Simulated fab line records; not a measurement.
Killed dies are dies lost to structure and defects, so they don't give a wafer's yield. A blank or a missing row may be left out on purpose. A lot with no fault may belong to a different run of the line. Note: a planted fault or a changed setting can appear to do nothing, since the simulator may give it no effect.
Which tool did it? + flow nand-harc + at 1 step of a route of 1302, 6 lots with 18 wafers sampled

WHAT THE GAUGES READ, wafer by wafer
NHARC_A_WL_FILL_INSPECT_15.
| lot  | measured     | on                | raw-defect-count |
|------|--------------|-------------------|------------------|
| L663 | day 21 17:52 | defect-inspect-02 | 357 443 382      |
| L667 | day 23 07:52 | defect-inspect-01 | 517 748 387      |
| L673 | day 26 01:25 | defect-inspect-01 | 480 324 549      |
| L680 | day 29 08:32 | defect-inspect-01 | 372 490 386      |
| L683 | day 30 10:05 | defect-inspect-02 | 312 238 284      |
| L684 | day 31 01:31 | defect-inspect-01 | 503 451 392      |

WHICH TOOL RAN EACH LOT (tool, then ch and the chambers of the sampled wafers, then the start)
Record: no process step prior to these readings.

THE ANSWER, worked out from the rows above alone
Rule: usual is defined by the lots themselves. The widest of any qualifying gaps counts: lots, ordered by their means at a reading, are off when they make up no more than a third of the lots, leave a main group of 4 or more, and stand apart from it by 3 or more times the standard deviation of that group's means. Not used: any main group whose means are identical at the precision the tables above print for the reading. A lot without any number at a reading at which 4 lots or more have one is off too. All remaining lots with rows at the step are treated as sound.
No lot is off at any reading shown: from this, nothing can be told.

WHAT THE SIMULATOR HAD PUT IN
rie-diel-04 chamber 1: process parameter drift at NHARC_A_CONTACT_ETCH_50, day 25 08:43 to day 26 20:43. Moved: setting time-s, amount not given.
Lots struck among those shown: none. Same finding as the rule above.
